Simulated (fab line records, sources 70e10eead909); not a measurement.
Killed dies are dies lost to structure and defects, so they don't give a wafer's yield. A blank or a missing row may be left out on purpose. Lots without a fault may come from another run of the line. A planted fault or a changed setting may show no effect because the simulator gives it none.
A struck lot beside a sound one | flow nand_harc | 14 steps out of a route of 1302
Sound: wafers L544.2, L544.3, L544.6. Struck: wafers L557.1, L557.4, L557.6. The cause comes at the end.
At each step with rows: each side's tool, then ch and its chambers, then its first start. Under that, the readings that differ: sound wafers | struck wafers | difference of the means | sigmas: that difference in standard deviations of wafers without a fault.
alike: readings whose means differ by less than 2 such deviations, and words and numbers that are the same on both sides. not compared: withheld readings, readings that some wafer has no value for, bounds like >300 that may hide the same value, and numbers for which the record gives no deviation and whose values overlap.
The two part at a step that has a row with sigmas, a row that says differs or no value, or rows on one side only. Numbers that don't overlap but have no deviation are shown without sigmas and don't part them. A reading that every wafer of one side lacks parts them only if that side has two wafers or more.

first, 2 steps without rows for these wafers: NHARC_A_CONTACT_STRIP_100 (strips in CF4/CHF3); NHARC_A_CONTACT_STRIP_101 (strips in O2/COS).
NHARC_A_CONTACT_ETCH_102: etches the open film in CF4/O2, target depth 100 nm, overetch 10 nm, time 55 s.
  sound on rie_diel-06 ch 2,3, day 23 05:53; struck on rie_diel-06 ch 1,2,3, day 29 13:19
  alike: drypump_motor_current_A, oes_product_au, rf_vpp_V, showerhead_plenum_p_Torr, throttle_valve_pct
  not compared: rf_hours_counter_h
NHARC_A_CONTACT_STRIP_55: strips in O2.
  sound on rie_diel-06 ch 1,2,3; struck on rie_diel-06 ch 0,3
  alike: drypump_motor_current_A, oes_product_au, rf_vpp_V, showerhead_plenum_p_Torr, throttle_valve_pct
  not compared: rf_hours_counter_h
then, 1 step without rows for these wafers: NHARC_A_CONTACT_STRIP_56 (strips in post etch residue remover, time 600 s).
NHARC_A_CONTACT_DEP_57: deposits aC, target thk 5300 nm.
  sound on acl_dep-03 ch 0, day 23 07:12; struck on acl_dep-03 ch 0, day 29 18:07
  alike: throttle_valve_pct
NHARC_A_CONTACT_DEP_58: deposits SiON, target thk 90 nm.
  sound on pecvd-04 ch 0,1,2, day 23 09:54; struck on pecvd-03 ch 0,1, day 29 21:23
  alike: heater_power_w
then, 5 steps without rows for these wafers: NHARC_A_CONTACT_DEHYDRATE_59 (time 120 s); NHARC_A_CONTACT_HMDS_60 (time 30 s); NHARC_A_CONTACT_COAT_61 (time 75 s); NHARC_A_CONTACT_COAT_62 (time 65 s); NHARC_A_CONTACT_COAT_63 (resist thk 90 nm).
NHARC_A_CONTACT_SOFTBAKE_64: time 55 s.
  sound on litho_track-01 ch 0, day 23 10:00; struck on litho_track-01 ch 0, day 29 21:00
  reading                  | sound                | struck               | difference | sigmas
  heater_power_total_W (W) | 188.51 188.34 188.29 | 195.55 195.53 195.90 | +7.28      | +61
  plate_temp_C (C)         | 104.97 105.10 104.93 | 107.87 108.06 107.96 | +2.96      | +23
then, 1 step without rows for these wafers: NHARC_A_CONTACT_EBR_65.

WHERE THEY PART
Only at NHARC_A_CONTACT_SOFTBAKE_64, within this record.

WHY: what the simulator had put in
Process parameter drift: litho_track-01, from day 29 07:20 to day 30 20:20, at NHARC_A_CONTACT_SOFTBAKE_64. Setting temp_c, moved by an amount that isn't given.
